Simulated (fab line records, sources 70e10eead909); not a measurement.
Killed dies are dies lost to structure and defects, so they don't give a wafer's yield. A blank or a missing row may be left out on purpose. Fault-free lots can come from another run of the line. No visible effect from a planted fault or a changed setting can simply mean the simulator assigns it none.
A lot that was struck, set against a sound lot | flow nand harc | 14 out of 1302 route steps
Sound: these wafers, L269.2, L269.3, L269.4. Wafers L262.2, L262.3, L262.6 were the ones struck. The cause comes at the end.
Each step with rows lists, per side, the tool, then ch with its chambers, then its first start. Under that, the readings that differ: sound wafers | struck wafers | difference of the means | sigmas: that difference in standard deviations of wafers without a fault.
alike: words and numbers the same on both sides, and readings whose means are apart by under 2 such deviations; not compared: readings that were withheld, readings missing a value for some wafer, numbers with overlapping values and no deviation given by the record, and bounds like >300 which may hide the same value.
A row with sigmas, a row that says differs or no value, or rows on one side alone: a step with any of these is where the two part. Numbers that don't overlap but have no deviation are shown without sigmas and don't part them. A reading that every wafer of one side lacks parts them only if that side has two wafers or more.

first, 6 steps without rows for these wafers: NHARC_P_STI_COAT_03 (resist thk 600 nm); NHARC_P_STI_SOFTBAKE_04 (time 70 s); NHARC_P_STI_EBR_05; NHARC_P_STI_EXPOSE_06 (exposes mask P STI, target cd 200 nm); NHARC_P_STI_PEB_07 (peb time 80 s); NHARC_P_STI_DEVELOP_08 (time 50 s).
NHARC_P_STI_CD_MEAS_09: target cd 200 nm.
  sound on cd sem-01 ch 0, day 10 19:43; struck on cd sem-01 ch 0, day 7 18:02
  alike: cd nm
NHARC_P_STI_OVL_MEAS_10:
  sound on overlay-02, day 10 19:48; struck on overlay-01, day 7 18:07
  alike: overlay x nm, overlay y nm
NHARC_P_STI_INSPECT_11:
  sound on defect inspect-02, day 10 19:51; struck on defect inspect-01, day 7 18:10
  alike: raw defect count
then, 1 step without rows for these wafers: NHARC_P_STI_HARDBAKE_13 (time 65 s).
NHARC_P_STI_DESCUM_14: chemistry O2, time 3 s.
  sound on rie diel-11 ch 1,2,3, day 10 19:59; struck on rie diel-09 ch 1,2, day 7 18:20
  alike: drypump motor current A, mfc ar sccm, oes product au, rf vpp V, showerhead plenum p Torr, throttle valve pct
  not compared: rf hours counter h
NHARC_P_STI_ETCH_42: etches the open film in N2/H2, target depth 80 nm, overetch 24 nm, time 61 s.
  sound on rie diel-11 ch 0,1,2, day 10 20:05; struck on rie diel-09 ch 1,3, day 7 18:25
  reading               | sound             | struck            | difference | sigmas
  oes product au (a.u.) | 1.013 1.002 1.002 | 0.986 0.991 0.988 | -0.017     | -2
  alike: bias w, chamber pressure mTorr, drypump motor current A, mfc ar sccm, rf vpp V, showerhead plenum p Torr, throttle valve pct
  not compared: rf hours counter h
NHARC_P_STI_ETCH_31: etches the open film in CF4/CHF3, target depth 108.9 nm, time 54.5 s.
  sound on rie diel-11 ch 1,2,3, day 10 20:09; struck on rie diel-09 ch 0,2,3, day 7 18:31
  no value came back on the struck wafers for any of 9 readings (bias w (W), cf4 flow sccm (sccm) and others); on the sound wafers bias w (W) reads 200.0 200.5 199.9
NHARC_P_STI_ETCH_15: etches the open film in HBr/Cl2, target depth 300 nm, time 100.1 s.
  sound on rie si-06 ch 0,2,3, day 10 20:16; struck on rie si-06 ch 1,2,3, day 7 18:38
  alike: bias w, chamber pressure mTorr, drypump motor current A, oes product au, throttle valve pct
  not compared: rf hours counter h

## WHERE THEY PART
Last at NHARC_P_STI_ETCH_31 as far as this record goes, first at NHARC_P_STI_ETCH_42. Later steps at which nothing parts them and some readings are alike: NHARC_P_STI_ETCH_15.

WHY: whatever the simulator had introduced
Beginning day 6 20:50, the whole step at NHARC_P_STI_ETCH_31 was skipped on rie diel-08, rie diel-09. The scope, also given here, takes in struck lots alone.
